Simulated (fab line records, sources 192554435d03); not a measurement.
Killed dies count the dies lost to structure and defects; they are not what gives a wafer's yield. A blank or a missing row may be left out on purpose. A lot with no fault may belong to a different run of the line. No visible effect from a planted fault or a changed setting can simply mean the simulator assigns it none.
Chamber matching	flow n5_finfet	N5_BEOL_M0_SAQP_STRIP_108 on rie_diel-05: 4 sister chambers
The step strips in N2/H2. 18 wafers are shown with their chamber, then 9 later ones without.

EACH WAFER AND ITS CHAMBER
wafer	chamber	showerhead_plenum_p_Torr (Torr)	drypump_motor_current_A (A)	oes_product_au (a.u.)
L076.1	1	3.25	6.1	0.79
L076.2	3	3.46	6.3	0.74
L076.5	2	3.42	5.3	0.82
L078.2	2	3.41	5.3	0.81
L078.3	3	3.46	6.3	0.73
L078.6	1	3.25	6.2	0.81
L081.1	0	3.44	6.0	0.99
L081.3	1	3.25	6.2	0.79
L081.6	2	3.41	5.3	0.79
L083.1	0	3.44	5.9	0.98
L083.2	1	3.24	6.1	0.79
L083.6	2	3.41	5.3	0.79
L085.1	3	3.45	6.2	0.73
L085.2	2	3.41	5.3	0.80
L085.3	0	3.44	5.9	0.96
L089.1	2	3.40	5.3	0.79
L089.2	3	3.45	6.2	0.72
L089.6	3	3.45	6.2	0.71

SIGNATURES (averages over the wafers above)
reading	chamber 0	chamber 1	chamber 2	chamber 3	scatter within a chamber
showerhead_plenum_p_Torr	3.4400	3.2475	3.4100	3.4540	0.00531
drypump_motor_current_A	5.933	6.150	5.300	6.240	0.0453
oes_product_au	0.9767	0.7950	0.8000	0.7260	0.0122
Rule: distance of a wafer from a chamber = root of the sum over the readings of ((wafer's reading minus chamber's mean) / reading's scatter) squared. The wafer belongs to the nearest chamber; if the next one is less than 2 further off, it can't be placed. The scatter: the root of (the sum of the squares of (reading less its chamber's mean) over the shown wafers, divided by (wafers less chambers)).

WAFERS MISSING THEIR CHAMBER
wafer	showerhead_plenum_p_Torr (Torr)	drypump_motor_current_A (A)	oes_product_au (a.u.)
L091.2	3.24	6.1	0.77
L091.3	3.45	6.2	0.71
L091.6	3.24	6.2	0.77
L093.1	3.43	5.9	0.92
L093.2	3.45	6.2	0.71
L093.5	3.43	5.9	0.92
L097.1	3.40	5.3	0.77
L097.4	3.43	5.9	0.90
L097.6	3.43	5.9	0.90

WHICH CHAMBER EACH ONE RAN IN
wafer	from the rows above	in truth
L091.2	1	1
L091.3	3	3
L091.6	1	1
L093.1	0	0
L093.2	3	3
L093.5	0	0
L097.1	2	2
L097.4	0	0
L097.6	0	0
Correctly placed: 9 of 9. Not placeable from these rows: 0. 0 placed wrongly.
